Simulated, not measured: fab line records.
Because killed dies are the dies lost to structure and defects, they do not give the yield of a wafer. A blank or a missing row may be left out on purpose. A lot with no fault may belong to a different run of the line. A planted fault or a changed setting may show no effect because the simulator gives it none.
Code-filled problem report in 8D (eight disciplines) form :: flow n5-finfet :: the parts of the form that need people (team, actions taken, sign-off) are left out

1. WHAT WENT WRONG
Wafers with no fault read 0.71 a.u. with a standard deviation of 0.054, whereas oes-product-au at N5_BEOL_M15_VIA_ETCH_16 reads a mean of 1.06 a.u. on 1 wafer of 1 lot. That puts it +6.5 standard deviations away from the usual mean.
The step: etches SiO2 in C4F8/O2/Ar, target depth 1792.2 nm.
Earliest sighting: wafer L873.4 on rie-diel-04 at day 15 15:53. Wafers with a number at this step in the record: 27, from 10 lots. By rule, "out" or "out of limits" means more than 4 standard deviations away from the usual mean. The rest of the wafers with a number are treated as sound.

2. WHAT IT IS, AND WHAT IT ISN'T
question: which readings at this step
is: oes-product-au
is not: drypump-motor-current-A, mfc-ar-sccm, rf-fwd-power-W, rf-vpp-V, showerhead-plenum-p-Torr, throttle-valve-pct

question: which lots
is: L873
is not: L854, L855, L856, L857, L858, L859, L860, L862, L863

question: which wafers of those lots
is: all that have a number
is not: -

question: read on which tools
is: rie-diel-04
is not: rie-diel-02, rie-diel-06

question: when
is: from day 15 15:53
is not: up to then (26 sound wafers)

3. WHAT RULES OUT EACH SUSPECT
Counting: a tool stays on the suspect list if, at a process step up to the reading, it processed all lots that are out and no sound lot following the first of them.
- pecvd-03 at N5_BEOL_M15_ILD_DEP_00 (deposits SiO2 from TEOS/O2, target thk 1629.3 nm, time 346.1 s): kept. It ran the lot that is out, L873 (day 15 15:16), and no sound lot after that; its last sound lot up to then is L863 (day 13 12:49).
- rie-diel-04 at N5_BEOL_M15_VIA_ETCH_16 (etches SiO2 in C4F8/O2/Ar, target depth 1792.2 nm): kept. It ran the lot that is out, L873 (day 15 15:53), and no sound lot after that; its last sound lot up to then is L856 (day 12 15:19). On those wafers its own readings are out: oes-product-au.
The count leaves rie-diel-04 at N5_BEOL_M15_VIA_ETCH_16 and pecvd-03 at N5_BEOL_M15_ILD_DEP_00.

4. THE CAUSE (what the simulator had put in)
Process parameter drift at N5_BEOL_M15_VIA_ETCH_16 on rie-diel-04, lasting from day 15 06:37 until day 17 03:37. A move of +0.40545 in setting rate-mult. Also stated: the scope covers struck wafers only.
Counting leaves 2 suspects; this tool is one of them.

5. THE CHAIN OF EFFECTS, in route order
Rows list readings where the struck wafers' mean (over those with a number) sits beyond 3 standard deviations from the usual. Scope: only readings with a usual standard deviation given in the record; hours: median across lots of the time from each lot's start at the first step in this table that gives one to its start at this step; sigmas: change in usual standard deviations.
hours: 0
step: N5_BEOL_M15_VIA_ETCH_16
reading: oes-product-au
usual: 0.71 a.u.
on struck wafers: 1.06
change: +0.35
sigmas: +6.5
Process steps it contains:
- N5_BEOL_M15_VIA_ETCH_16: etches SiO2 in C4F8/O2/Ar, target depth 1792.2 nm.

6. WHAT WOULD HAVE CAUGHT IT SOONER
First out-of-limits reading in this record: day 15 15:53, which is 9 hours after fault onset at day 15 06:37.
